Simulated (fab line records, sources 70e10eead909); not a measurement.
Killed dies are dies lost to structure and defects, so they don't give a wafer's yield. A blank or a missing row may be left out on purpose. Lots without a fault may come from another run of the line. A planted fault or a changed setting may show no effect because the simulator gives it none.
Chamber matching | flow nand_harc | NHARC_A_CHANNEL_FILL_D1_ALD_16 on ald_hk-04: 4 sister chambers
The step deposits SiO2, target thk 1.5 nm, pulse time 10 s, ald cycles 15. 4 wafers are shown with their chamber, then 12 later ones without.

WAFERS WITH THEIR CHAMBER
wafer  | chamber | heater_power_w (W)
L087.2 | 2       | 548
L087.3 | 3       | 479
L091.2 | 0       | 515
L091.6 | 1       | 549

WAFERS WITHOUT THEIR CHAMBER
wafer  | heater_power_w (W)
L093.2 | 551
L093.3 | 494
L093.5 | 541
L095.3 | 475
L095.5 | 551
L095.6 | 552
L096.1 | 542
L096.3 | 520
L096.5 | 552
L097.2 | 529
L097.3 | 517
L097.4 | 485

WHICH CHAMBER EACH WENT THROUGH
wafer  | from the rows above          | in truth
L093.2 | can't be placed: 1 or 2      | 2
L093.3 | can't be placed: 3 or 0      | 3
L093.5 | can't be placed: 2 or 1      | 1
L095.3 | 3                            | 3
L095.5 | can't be placed: 1 or 2      | 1
L095.6 | can't be placed: 1 or 2      | 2
L096.1 | can't be placed: 2 or 1      | 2
L096.3 | 0                            | 0
L096.5 | can't be placed: 1 or 2      | 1
L097.2 | can't be placed: 0 or 2 or 1 | 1
L097.3 | 0                            | 0
L097.4 | 3                            | 3
Placed correctly: 4 of 12. Can't be placed from these rows: 8 (the true chamber is among the candidates in 8). Placed wrongly: 0.
How it was worked out, from the rows above alone: a wafer's distance from a chamber is the root of the sum, over the readings, of the square of ((its reading less the chamber's mean) divided by the reading's scatter). The wafer belongs to the nearest chamber; if the next one is less than 2 further off, it can't be placed. A chamber's mean is the mean of its shown wafers. The scatter: with one shown wafer a chamber, the root of the mean of the squares of how far each hidden wafer lies from its nearest shown one.
